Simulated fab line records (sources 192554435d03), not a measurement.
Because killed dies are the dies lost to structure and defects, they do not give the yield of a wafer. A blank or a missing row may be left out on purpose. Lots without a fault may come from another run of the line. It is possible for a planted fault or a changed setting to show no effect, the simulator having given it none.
fab line records -- flow n5-finfet
[record] lots = 7, wafers = 21
route steps=1938 shown WELL_APT@21 PMOS_HMC_CHANNEL_EPI@69 FIN_CUT@160 DUMMY_GATE@228 ILD0@338 SDB@369 MOL_CONTACT_COAG@518
start-h: hours from the record's first day to the start of the lot's first wafer shown -- wait-h: hours elapsed since this lot's preceding step -- " repeats the value in the row above -- L1.1+2: several wafers, shown together as one row -- - no value, or no start given -- * or withheld: withheld -- < > ~ a bound
route shown NAME@n: a module of which the file shows steps, and the number in the route of the first -- usual: the fault-free wafers' mean and standard deviation -- same: alike in all rows -- chamber/n: place in a boat -- sites: each site's reading -- _std_site: standard deviation across them -- _edge_site: the outer-site mean with the inner-site mean subtracted -- radius-mm: for every site, how far away it sits from the centre of the wafer -- mask NAME#n: copy n -- behind: the most recent tool/chamber to have shaped the wafer -- hold: reason for holding the lot/hours on hold/outcome of the hold -- device: the n, p or np transistor that did not switch -- end of line: the route-end tests of the same wafers -- for a step that has no rows: nothing shown but its recipe -- killed: count of dies lost to structure and defects at first sort (not the wafer's yield) -- map: dies across one wafer; x = killed, . = not, _ = none there
set.NAME: the setting as run; set.NAME@STEP: as run at that earlier step -- model.NAME: the simulator's own value behind a step, which no gauge read
lots with deliberately changed settings; one table per step, one row per wafer
[[steps]]
[step N5_WELL_APT_COAT_02]
[recipe] spin-rpm = 1357, resist-thk-nm = 950
lot.wafer,tool,chamber,start-h,wait-h,set.spin-rpm,model.coat_of_WELL_APT_COAT_02.thk-nm
L080.2,litho-track-02,0,-,-,1357,952.9
L080.3,litho-track-02,0,-,-,1357,953.7
L080.6,litho-track-02,0,-,-,1357,956.2
L083.4,litho-track-01,0,-,-,1357,953.7
L083.5,litho-track-01,0,-,-,1298,974.6
L083.6,litho-track-01,0,-,-,1357,954.6
L084.1+2,litho-track-02,0,-,-,1357,955
L084.4,litho-track-02,0,-,-,1357,955.4
L085.1,litho-track-01,0,-,-,1357,950.6
L085.3,litho-track-01,0,-,-,1357,949.3
L085.4,litho-track-01,0,-,-,1357,948.4
L086.1,litho-track-05,0,-,-,1409,932.2
L086.2,litho-track-05,0,-,-,1357,948.2
L086.5,litho-track-05,0,-,-,1409,930
L088.3,litho-track-02,0,-,-,1357,954
L088.4,litho-track-02,0,-,-,1357,951.4
L088.6,litho-track-02,0,-,-,1357,953.8
L092.2,litho-track-05,0,-,-,1357,948
L092.3+5,litho-track-05,0,-,-,1357,947.6
[step N5_PMOS_HMC_CHANNEL_EPI_ETCH_32]
[recipe] chemistry = N2/H2, target = BARC, stop-on = SiO2, target-depth-a = 858, over-etch-frac = 0.3, time-s = 50.3, ion-energy-ev = 200, mask-material = CAR-ArF-block, pressure-mtorr = 30, source-w = 840, bias-w = 150, n2-flow-sccm = 200, h2-flow-sccm = 200
[usual] rf-vpp-V = 524.4/2.3
lot.wafer,tool,chamber,start-h,wait-h,set.bias-w,rf-vpp-V
L080.2,rie-diel-01,0,53.45,0.0,150,520.6
L080.3,rie-diel-01,1,53.45,0.0,150,525.3
L080.6,rie-diel-01,0,53.45,0.0,131.8,479.0
L083.4,rie-diel-02,0,72.06,0.0,137,497.4
L083.5,rie-diel-02,2,72.06,0.0,137,497.0
L083.6,rie-diel-02,1,72.06,0.0,150,522.9
L084.1,rie-diel-02,1,77.14,0.0,150,522.5
L084.2,rie-diel-02,2,77.14,0.0,150,524.9
L084.4,rie-diel-02,0,77.14,0.0,150,526.9
L085.1,rie-diel-06,3,84.66,0.0,150,528.5
L085.3,rie-diel-06,0,84.66,0.0,150,523.5
L085.4,rie-diel-06,2,84.66,0.0,130.9,484.0
L086.1,rie-diel-06,2,89.91,0.0,150,526.7
L086.2,rie-diel-06,0,89.91,0.0,163.2,552.4
L086.5,rie-diel-06,1,89.91,0.0,150,523.8
L088.3,rie-diel-06,2,102.83,0.0,133.5,489.5
L088.4,rie-diel-06,0,102.83,0.0,133.5,486.1
L088.6,rie-diel-06,0,102.83,0.0,150,524.9
L092.2,rie-diel-01,2,125.47,0.0,133.8,489.5
L092.3,rie-diel-01,3,125.47,0.0,133.8,489.8
L092.5,rie-diel-01,1,125.47,0.0,133.8,489.2
[step N5_FIN_CUT_EXPOSE_05]
[recipe] mask-id = FIN_CUT, na = 0.33, source-shape = annular, sigma-inner = 0.35, sigma-outer = 0.8, polarization = unpolarized, dose-mj = 45.75
lot.wafer,tool,chamber,start-h,wait-h,mask,set.dose-mj
L080.2+6,euv-scanner-01,0,61.85,-,FIN_CUT#0,45.75
L080.3,euv-scanner-01,0,61.85,-,FIN_CUT#0,42.55
L083.4,euv-scanner-02,0,81.86,-,FIN_CUT#0,42.73
L083.5+6,euv-scanner-02,0,81.86,-,FIN_CUT#0,45.75
L084.1+2+4,euv-scanner-02,0,87.06,-,FIN_CUT#0,45.75
L085.1+3,euv-scanner-02,0,96.89,-,FIN_CUT#0,45.75
L085.4,euv-scanner-02,0,96.89,-,FIN_CUT#0,47.53
L086.1,euv-scanner-01,0,103.65,-,FIN_CUT#0,42.89
L086.2+5,euv-scanner-01,0,103.65,-,FIN_CUT#0,45.75
L088.3,euv-scanner-01,0,114.79,-,FIN_CUT#0,45.75
L088.4+6,euv-scanner-01,0,114.79,-,FIN_CUT#0,46.95
L092.2+3+5,euv-scanner-01,0,134.53,-,FIN_CUT#0,45.75
[step N5_FIN_CUT_PEB_06]
[recipe] peb-temp-c = 100, peb-time-s = 60, resist = CAR-EUV
[step N5_FIN_CUT_DEVELOP_07]
[recipe] develop-time-s = 30, developer = TMAH, resist = CAR-EUV, rinse-liquid = surfactant-rinse, dry = air-spin, dev-temp-c = 23
[step N5_FIN_CUT_CD_MEAS_08]
[recipe] target-cd-nm = 29.1, landing-energy-ev = 500, detector = se-inlens, polarity = opening
[usual] cd-nm = 29.11/0.21
lot.wafer,tool,chamber,start-h,wait-h,set.dose-mj@FIN_CUT_EXPOSE_05,cd-nm
L080.2,cd-sem-02,0,61.98,-,45.75,29.22
L080.3,cd-sem-02,0,61.98,-,42.55,28.13
L080.6,cd-sem-02,0,61.98,-,45.75,29.38
L083.4,cd-sem-01,0,81.97,-,42.73,27.48
L083.5,cd-sem-01,0,81.97,-,45.75,29.26
L083.6,cd-sem-01,0,81.97,-,45.75,29.20
L084.1,cd-sem-03,0,87.20,-,45.75,29.09
L084.2,cd-sem-03,0,87.20,-,45.75,29.28
L084.4,cd-sem-03,0,87.20,-,45.75,28.84
L085.1,cd-sem-02,0,97.03,-,45.75,29.73
L085.3,cd-sem-02,0,97.03,-,45.75,29.53
L085.4,cd-sem-02,0,97.03,-,47.53,30.00
L086.1,cd-sem-01,0,103.78,-,42.89,28.11
L086.2,cd-sem-01,0,103.78,-,45.75,29.21
L086.5,cd-sem-01,0,103.78,-,45.75,29.01
L088.3,cd-sem-02,0,114.92,-,45.75,29.04
L088.4,cd-sem-02,0,114.92,-,46.95,29.53
L088.6,cd-sem-02,0,114.92,-,46.95,29.48
L092.2,cd-sem-01,0,134.66,-,45.75,29.13
L092.3,cd-sem-01,0,134.66,-,45.75,29.16
L092.5,cd-sem-01,0,134.66,-,45.75,29.11
[step N5_FIN_CUT_DESCUM_13]
[recipe] chemistry = O2, time-s = 7, source-power-w = 50, bias-power-w = 20, pressure-mtorr = 20, rf-frequency-hz = 2.712e+07, temp-c = 40, resist = CAR-EUV, o2-flow-sccm = 225
[step N5_FIN_CUT_ETCH_30]
[recipe] chemistry = N2/H2, target = underlayer, target-depth-a = 130, mask-material = CAR-EUV, time-s = 10.4, ion-energy-ev = 200, pressure-mtorr = 30, source-w = 840, bias-w = 150, n2-flow-sccm = 200, h2-flow-sccm = 200, ends = cleared
lot.wafer,tool,chamber,start-h,wait-h,set.dose-mj@FIN_CUT_EXPOSE_05,model.FIN_CUT.cd-offset-nm
L080.2,rie-diel-06,3,62.14,0.0,45.75,0.2
L080.3,rie-diel-06,1,62.14,0.0,42.55,-1
L080.6,rie-diel-06,3,62.14,0.0,45.75,0
L083.4,rie-diel-02,3,82.14,0.0,42.73,-1
L083.5+6,rie-diel-02,"0,3",82.14,0.0,45.75,0
L084.1+2,rie-diel-06,"2,1",87.35,0.0,45.75,-0.2
L084.4,rie-diel-06,0,87.35,0.0,45.75,0
L085.1,rie-diel-02,3,97.19,0.0,45.75,0.4
L085.3,rie-diel-02,0,97.19,0.0,45.75,0
L085.4,rie-diel-02,2,97.19,0.0,47.53,0.6
L086.1,rie-diel-01,3,103.94,0.0,42.89,-1
L086.2,rie-diel-01,1,103.94,0.0,45.75,0.2
L086.5,rie-diel-01,3,103.94,0.0,45.75,0
L088.3,rie-diel-02,3,115.07,0.0,45.75,0
L088.4+6,rie-diel-02,"2,0",115.07,0.0,46.95,0.4
L092.2,rie-diel-02,3,134.81,0.0,45.75,0.2
L092.3+5,rie-diel-02,2,134.81,0.0,45.75,0
[step N5_DUMMY_GATE_EXPOSE_12]
[recipe] mask-id = GATE, na = 0.33, source-shape = annular, sigma-inner = 0.2, sigma-outer = 0.6, polarization = unpolarized, target-cd-nm = 25, dose-mj = 34
lot.wafer,tool,chamber,start-h,wait-h,mask,set.dose-mj
L080.2+3+6,euv-scanner-01,0,81.67,-,GATE#0,34
L083.4+5+6,euv-scanner-02,0,100.99,-,GATE#0,34
L084.1+2+4,euv-scanner-01,0,106.03,-,GATE#0,34
L085.1,euv-scanner-01,0,115.50,-,GATE#0,34
L085.3+4,euv-scanner-01,0,115.50,-,GATE#0,32.08
L086.1+2+5,euv-scanner-01,0,122.08,-,GATE#0,34
L088.3+4+6,euv-scanner-01,0,133.44,-,GATE#0,35.38
L092.2+5,euv-scanner-01,0,156.57,-,GATE#0,34
L092.3,euv-scanner-01,0,156.57,-,GATE#0,31.67
[step N5_DUMMY_GATE_DESCUM_20]
[recipe] chemistry = O2, time-s = 6.2, source-power-w = 50, bias-power-w = 20, pressure-mtorr = 20, rf-frequency-hz = 2.712e+07, temp-c = 40, resist = CAR-EUV, o2-flow-sccm = 225
lot.wafer,tool,chamber,start-h,wait-h,set.time-s,model.CAR-EUV_of_DUMMY_GATE_COAT_09.thk-nm
L080.2,rie-diel-01,2,81.93,0.0,6.2,26.6
L080.3,rie-diel-01,1,81.93,0.0,6.622,26.4
L080.6,rie-diel-01,0,81.93,0.0,6.622,26.2
L083.4,rie-diel-01,3,101.24,0.0,6.2,26.6
L083.5+6,rie-diel-01,"0,3",101.24,0.0,4.892,27.2
L084.1+2+4,rie-diel-06,"3,1,2",106.35,0.1,6.2,26.6
L085.1,rie-diel-01,0,115.76,0.0,5.576,26.6
L085.3,rie-diel-01,2,115.76,0.0,5.576,26.8
L085.4,rie-diel-01,3,115.76,0.0,6.2,26.6
L086.1,rie-diel-02,3,122.50,0.2,5.523,26.6
L086.2,rie-diel-02,0,122.50,0.2,5.523,26.8
L086.5,rie-diel-02,1,122.50,0.2,6.2,26.4
L088.3,rie-diel-01,1,133.89,0.2,6.774,26.2
L088.4+6,rie-diel-01,"3,2",133.89,0.2,6.2,26.4
L092.2,rie-diel-02,2,156.92,0.1,6.2,26.4
L092.3+5,rie-diel-02,3,156.92,0.1,5.095,27
[step N5_DUMMY_GATE_ETCH_29]
[recipe] chemistry = N2/H2, target = underlayer, target-depth-a = 130, ion-energy-ev = 200, pressure-mtorr = 30, source-w = 840, bias-w = 150, n2-flow-sccm = 200, h2-flow-sccm = 200
[step N5_DUMMY_GATE_ETCH_36]
[recipe] chemistry = CF4, target = SiARC, target-depth-a = 130, pressure-mtorr = 40, source-w = 545, bias-w = 36, Ar_flow_sccm = 100, cf4-flow-sccm = 100, ion-energy-ev = 80
[step N5_DUMMY_GATE_STRIP_38]
[recipe] chemistry = N2/H2, temp-c = 40, n2-flow-sccm = 200, h2-flow-sccm = 200, rf-frequency-hz = 6e+07
[step N5_DUMMY_GATE_STRIP_39]
[recipe] chemistry = N2/H2, temp-c = 40, n2-flow-sccm = 200, h2-flow-sccm = 200, rf-frequency-hz = 6e+07
[step N5_DUMMY_GATE_TRIM_49]
[recipe] chemistry = O2, resist = SOC, time-s = 29, target-cd-nm = 14, source-power-w = 300, bias-power-w = 0, O2_flow_sccm = 100, temp-c = 20
lot.wafer,tool,chamber,start-h,wait-h,set.dose-mj@DUMMY_GATE_EXPOSE_12,model.DUMMY_GATE.cd-nm
L080.2,rie-si-02,0,82.15,0.0,34,14.2
L080.3+6,rie-si-02,"1,3",82.15,0.0,34,14
L083.4+6,rie-si-02,"3,0",101.46,0.0,34,14.2
L083.5,rie-si-02,1,101.46,0.0,34,14
L084.1,rie-si-03,3,106.57,0.0,34,14.2
L084.2,rie-si-03,2,106.57,0.0,34,14
L084.4,rie-si-03,0,106.57,0.0,34,13.8
L085.1,rie-si-03,0,115.99,0.0,34,14
L085.3,rie-si-03,1,115.99,0.0,32.08,15.6
L085.4,rie-si-03,3,115.99,0.0,32.08,15.2
L086.1,rie-si-03,1,122.73,0.0,34,14.4
L086.2,rie-si-03,2,122.73,0.0,34,14.2
L086.5,rie-si-03,1,122.73,0.0,34,13.8
L088.3,rie-si-04,2,134.11,0.0,35.38,13.2
L088.4,rie-si-04,1,134.11,0.0,35.38,13.6
L088.6,rie-si-04,2,134.11,0.0,35.38,13.8
L092.2+5,rie-si-03,"0,1",157.14,0.0,34,14.4
L092.3,rie-si-03,3,157.14,0.0,31.67,15.8
[step N5_DUMMY_GATE_STRIP_40]
[recipe] chemistry = CF4, resist = SiARC, power-w = 300, bias-power-w = 75, pressure-mtorr = 50, cf4-flow-sccm = 150, rf-frequency-hz = 6e+07
[step N5_DUMMY_GATE_CD_MEAS_50]
[recipe] target-cd-nm = 14
[usual] cd-nm = 14.1/0.34
lot.wafer,tool,chamber,start-h,wait-h,set.dose-mj@DUMMY_GATE_EXPOSE_12,cd-nm
L080.2,cd-sem-03,-,82.30,0.0,34,14.2
L080.3,cd-sem-03,-,82.30,0.0,34,14.0
L080.6,cd-sem-03,-,82.30,0.0,34,14.1
L083.4,cd-sem-03,-,101.62,0.0,34,14.1
L083.5,cd-sem-03,-,101.62,0.0,34,13.9
L083.6,cd-sem-03,-,101.62,0.0,34,14.1
L084.1,cd-sem-01,-,106.72,0.0,34,14.2
L084.2,cd-sem-01,-,106.72,0.0,34,14.1
L084.4,cd-sem-01,-,106.72,0.0,34,13.8
L085.1,cd-sem-02,-,116.13,0.0,34,14.1
L085.3,cd-sem-02,-,116.13,0.0,32.08,15.4
L085.4,cd-sem-02,-,116.13,0.0,32.08,15.2
L086.1,cd-sem-02,-,122.90,0.0,34,14.1
L086.2,cd-sem-02,-,122.90,0.0,34,14.4
L086.5,cd-sem-02,-,122.90,0.0,34,13.9
L088.3,cd-sem-03,-,134.27,0.0,35.38,13.3
L088.4,cd-sem-03,-,134.27,0.0,35.38,13.3
L088.6,cd-sem-03,-,134.27,0.0,35.38,13.9
L092.2,cd-sem-02,-,157.38,0.0,34,14.4
L092.3,cd-sem-02,-,157.38,0.0,31.67,15.5
L092.5,cd-sem-02,-,157.38,0.0,34,14.5
[step N5_ILD0_CMP_03]
[recipe] stop-on = SiNx, t-overpolish-s = 1.9, post-cmp-clean = alkaline-brush, down-force-psi = 4.1491, platen-rpm = 51.796, pad-velocity-m-s = 1.0306, target-thk-nm = 197.38
[usual] time-to-endpoint-s = 69/3.1
lot.wafer,tool,chamber,start-h,wait-h,set.down-force-psi,time-to-endpoint-s
L080.2,cmp-01,2,98.64,0.0,4.1491,68
L080.3,cmp-01,0,98.64,0.0,4.1491,71
L080.6,cmp-01,3,98.64,0.0,4.488,58
L083.4,cmp-01,2,116.68,0.0,4.1491,67
L083.6,cmp-01,2,116.68,0.0,4.1491,68
L083.5,cmp-01,3,116.68,0.0,4.1491,69
L084.1,cmp-01,0,120.68,0.0,4.1491,66
L084.4,cmp-01,2,120.68,0.0,4.1491,67
L084.2,cmp-01,3,120.68,0.0,4.1491,68
L085.4,cmp-02,3,136.19,0.0,4.484,59
L085.3,cmp-02,0,136.19,0.0,4.484,61
L085.1,cmp-02,2,136.19,0.0,4.1491,70
L086.1,cmp-03,1,137.39,0.1,3.782,80
L086.2,cmp-03,3,137.39,0.1,3.782,80
L086.5,cmp-03,1,137.39,0.1,3.782,80
L088.3,cmp-03,1,157.72,0.1,3.365,88
L088.4,cmp-03,2,157.72,0.1,4.1491,70
L088.6,cmp-03,1,157.72,0.1,3.365,90
L092.2,cmp-02,3,171.30,0.1,4.1491,70
L092.3,cmp-02,0,171.30,0.1,4.1491,73
L092.5,cmp-02,3,171.30,0.1,4.1491,73
[step N5_SDB_CUT_ETCH_26]
[recipe] chemistry = HBr/Cl2/O2, target = Si, target-depth-a = 1296, bt-time-s = 20, mask-material = SiNx, time-s = 51.8, ion-energy-ev = *, bias-w = *, pressure-mtorr = 10, icp-w = 800, HBr_flow_sccm = 150, Cl2_flow_sccm = 80, O2_flow_sccm = 12
lot.wafer,tool,chamber,start-h,wait-h,set.icp-w,model.etch.depth-nm,model.SDB.feature-depth-nm
L080.2,rie-si-05,3,104.31,0.1,934.3,142.2,142.2
L080.3,rie-si-05,1,104.31,0.1,800,128.6,128.6
L080.6,rie-si-05,1,104.31,0.1,934.3,136.6,136.6
L083.4,rie-si-06,2,122.13,0.1,800,132,132
L083.5,rie-si-06,2,122.13,0.1,871.9,137.1,137.2
L083.6,rie-si-06,3,122.13,0.1,800,130.5,130.4
L084.1,rie-si-06,2,125.83,0.1,800,130.9,130.8
L084.2,rie-si-06,1,125.83,0.1,800,129.7,129.8
L084.4,rie-si-06,3,125.83,0.1,800,130.7,130.6
L085.1,rie-si-01,3,141.29,0.1,800,128.8,128.8
L085.3,rie-si-01,0,141.29,0.1,800,129.1,129.2
L085.4,rie-si-01,2,141.29,0.1,902,137.5,137.6
L086.1,rie-si-01,2,142.40,0.1,800,129.4,129.4
L086.2,rie-si-01,1,142.40,0.1,800,129.9,129.8
L086.5,rie-si-01,0,142.40,0.1,800,128.3,128.4
L088.3,rie-si-05,3,162.73,0.1,800,129,129
L088.4,rie-si-05,2,162.73,0.1,800,129.6,129.6
L088.6,rie-si-05,2,162.73,0.1,929.2,139.8,139.8
L092.2,rie-si-05,1,177.16,0.1,800,126.1,126
L092.3,rie-si-05,3,177.16,0.1,800,130.4,130.4
L092.5,rie-si-05,3,177.16,0.1,742.9,125.9,125.8
[step N5_MOL_CONTACT_COAG_COAT_104]
[recipe] resist = SiARC, temp-c = 220, time-s = 60, spin-rpm = 1500, resist-thk-nm = 12
lot.wafer,tool,chamber,start-h,wait-h,set.spin-rpm,model.SiARC_of_MOL_CONTACT_COAG_COAT_104.thk-nm
L080.2+3+6,litho-track-05,0,-,-,1500,12
L083.4+5+6,litho-track-02,0,-,-,1500,12
L084.1+2+4,litho-track-01,0,-,-,1500,12
L085.1,litho-track-01,0,-,-,1500,12
L085.3+4,litho-track-01,0,-,-,1337,12.6
L086.1+5,litho-track-05,0,-,-,1500,12
L086.2,litho-track-05,0,-,-,1619,11.6
L088.3,litho-track-05,0,-,-,1415,12.4
L088.4,litho-track-05,0,-,-,1500,12
L088.6,litho-track-05,0,-,-,1415,12.2
L092.2,litho-track-05,0,-,-,1354,12.6
L092.3+5,litho-track-05,0,-,-,1500,12
[step N5_MOL_CONTACT_COAG_EXPOSE_05]
[recipe] mask-id = CA, na = 0.33, source-shape = annular, sigma-inner = 0.4, sigma-outer = 0.8, polarization = unpolarized, defocus-nm = 0, dose-mj = 38.25
lot.wafer,tool,chamber,start-h,wait-h,mask,set.dose-mj
L080.2+3+6,euv-scanner-01,0,126.15,-,CA#0,38.25
L083.4,euv-scanner-01,0,142.76,-,CA#0,38.25
L083.5+6,euv-scanner-01,0,142.76,-,CA#0,39.27
L084.1+2+4,euv-scanner-01,0,146.92,-,CA#0,38.25
L085.1+3+4,euv-scanner-01,0,162.67,-,CA#0,38.25
L086.1+2,euv-scanner-01,0,163.19,-,CA#0,38.25
L086.5,euv-scanner-01,0,163.19,-,CA#0,36.19
L088.3+6,euv-scanner-01,0,183.93,-,CA#0,39.03
L088.4,euv-scanner-01,0,183.93,-,CA#0,38.25
L092.2+3+5,euv-scanner-02,0,198.28,-,CA#0,38.25
[step N5_MOL_CONTACT_COAG_PEB_06]
[recipe] peb-temp-c = 100, peb-time-s = 60, resist = CAR-EUV
[step N5_MOL_CONTACT_COAG_DEVELOP_07]
[recipe] develop-time-s = 30, developer = TMAH, resist = CAR-EUV, rinse-liquid = surfactant-rinse, dry = air-spin, dev-temp-c = 23
[step N5_MOL_CONTACT_COAG_DESCUM_13]
[recipe] chemistry = O2, time-s = 7, source-power-w = 50, bias-power-w = 20, pressure-mtorr = 20, rf-frequency-hz = 2.712e+07, temp-c = 40, resist = CAR-EUV, o2-flow-sccm = 225
[step N5_MOL_CONTACT_COAG_ETCH_59]
[recipe] chemistry = N2/H2, target = underlayer, target-depth-a = 130, mask-material = CAR-EUV, time-s = 10.4, ion-energy-ev = 200, pressure-mtorr = 30, source-w = 840, bias-w = 150, n2-flow-sccm = 200, h2-flow-sccm = 200, ends = cleared
[step N5_MOL_CONTACT_COAG_ETCH_105]
[recipe] chemistry = CF4, target = SiARC, target-depth-a = 156, mask-material = CAR-EUV, time-s = 26, ion-energy-ev = 80, pressure-mtorr = 40, source-w = 545, bias-w = 36, Ar_flow_sccm = 100, cf4-flow-sccm = 100, ends = cleared
lot.wafer,tool,chamber,start-h,wait-h,set.spin-rpm@MOL_CONTACT_COAG_COAT_104,set.dose-mj@MOL_CONTACT_COAG_EXPOSE_05,model.etch.depth-nm,model.CAR-EUV_of_MOL_CONTACT_COAG_COAT_02.thk-nm,model.MOL_CONTACT_COAG.cd-offset-nm
L080.2+6,rie-diel-05,"3,2",126.52,0.0,1500,38.25,11.98,5,0
L080.3,rie-diel-05,0,126.52,0.0,1500,38.25,11.98,5.2,-0.4
L083.4,rie-diel-05,2,143.04,0.0,1500,38.25,12.05,5.2,0
L083.5,rie-diel-05,3,143.04,0.0,1500,39.27,12.06,5.2,0.4
L083.6,rie-diel-05,2,143.04,0.0,1500,39.27,12.07,5.2,0.6
L084.1,rie-diel-05,3,147.35,0.0,1500,38.25,12,5.2,-0.2
L084.2,rie-diel-05,0,147.35,0.0,1500,38.25,11.98,5.4,-0.2
L084.4,rie-diel-05,2,147.35,0.0,1500,38.25,12,5.4,0
L085.1,rie-diel-03,2,162.98,0.0,1500,38.25,11.95,5.4,-0.4
L085.3,rie-diel-03,0,162.98,0.0,1337,38.25,12.68,4.8,-0.4
L085.4,rie-diel-03,3,162.98,0.0,1337,38.25,12.66,4.8,0
L086.1,rie-diel-03,0,163.50,0.0,1500,38.25,11.95,5.6,0
L086.2,rie-diel-03,2,163.50,0.0,1619,38.25,11.52,6,-0.2
L086.5,rie-diel-03,3,163.50,0.0,1500,36.19,11.98,5.6,-1.4
L088.3,rie-diel-03,0,184.22,0.0,1415,39.03,12.32,5.2,0.8
L088.4,rie-diel-03,1,184.22,0.0,1500,38.25,12.01,5.2,0
L088.6,rie-diel-03,1,184.22,0.0,1415,39.03,12.29,5.2,0.4
L092.2,rie-diel-04,3,198.72,0.0,1354,38.25,12.62,5,-0.2
L092.3,rie-diel-04,2,198.72,0.0,1500,38.25,12,5.4,-0.2
L092.5,rie-diel-04,2,198.72,0.0,1500,38.25,12.01,5.4,-0.2
[[key]]
[split] step = N5_WELL_APT_COAT_02, setting = spin-rpm, stated = 1357, by = wafer
[response] step = N5_WELL_APT_COAT_02, reading = model.coat_of_WELL_APT_COAT_02.thk-nm, change = -4.6, per = 1%, r = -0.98
[split] step = N5_PMOS_HMC_CHANNEL_EPI_ETCH_32, setting = bias-w, stated = 150, by = wafer
[response] step = N5_PMOS_HMC_CHANNEL_EPI_ETCH_32, reading = rf-vpp-V, change = +3.33, per = 1%, r = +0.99
[split] step = N5_FIN_CUT_EXPOSE_05, setting = dose-mj, stated = 45.75, by = wafer
[response] step = N5_FIN_CUT_CD_MEAS_08, reading = cd-nm, change = +0.187, per = 1%, r = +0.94
[response] step = N5_FIN_CUT_ETCH_30, reading = model.FIN_CUT.cd-offset-nm, change = +0.155, per = 1%, r = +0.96
[split] step = N5_DUMMY_GATE_EXPOSE_12, setting = dose-mj, stated = 34, by = wafer
[response] step = N5_DUMMY_GATE_TRIM_49, reading = model.DUMMY_GATE.cd-nm, change = -0.222, per = 1%, r = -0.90
[response] step = N5_DUMMY_GATE_CD_MEAS_50, reading = cd-nm, change = -0.181, per = 1%, r = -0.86
[split] step = N5_DUMMY_GATE_DESCUM_20, setting = time-s, stated = 6.2, by = wafer
[response] step = N5_DUMMY_GATE_DESCUM_20, reading = model.CAR-EUV_of_DUMMY_GATE_COAT_09.thk-nm, change = -0.0283, per = 1%, r = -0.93
[split] step = N5_ILD0_CMP_03, setting = down-force-psi, stated = 4.1491, by = wafer
[response] step = N5_ILD0_CMP_03, reading = time-to-endpoint-s, change = *, per = 1%, r = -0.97
[split] step = N5_SDB_CUT_ETCH_26, setting = icp-w, stated = 800, by = wafer
[response] step = N5_SDB_CUT_ETCH_26, reading = model.etch.depth-nm, change = +0.633, per = 1%, r = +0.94
[response] step = N5_SDB_CUT_ETCH_26, reading = model.SDB.feature-depth-nm, change = +0.635, per = 1%, r = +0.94
[split] step = N5_MOL_CONTACT_COAG_COAT_104, setting = spin-rpm, stated = 1500, by = wafer
[response] step = N5_MOL_CONTACT_COAG_COAT_104, reading = model.SiARC_of_MOL_CONTACT_COAG_COAT_104.thk-nm, change = -0.056, per = 1%, r = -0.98
[response] step = N5_MOL_CONTACT_COAG_ETCH_105, reading = model.etch.depth-nm, change = -0.0617, per = 1%, r = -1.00
[response] step = N5_MOL_CONTACT_COAG_ETCH_105, reading = model.CAR-EUV_of_MOL_CONTACT_COAG_COAT_02.thk-nm, change = +0.0441, per = 1%, r = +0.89
[split] step = N5_MOL_CONTACT_COAG_EXPOSE_05, setting = dose-mj, stated = 38.25, by = wafer
[response] step = N5_MOL_CONTACT_COAG_ETCH_105, reading = model.MOL_CONTACT_COAG.cd-offset-nm, change = +0.237, per = 1%, r = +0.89
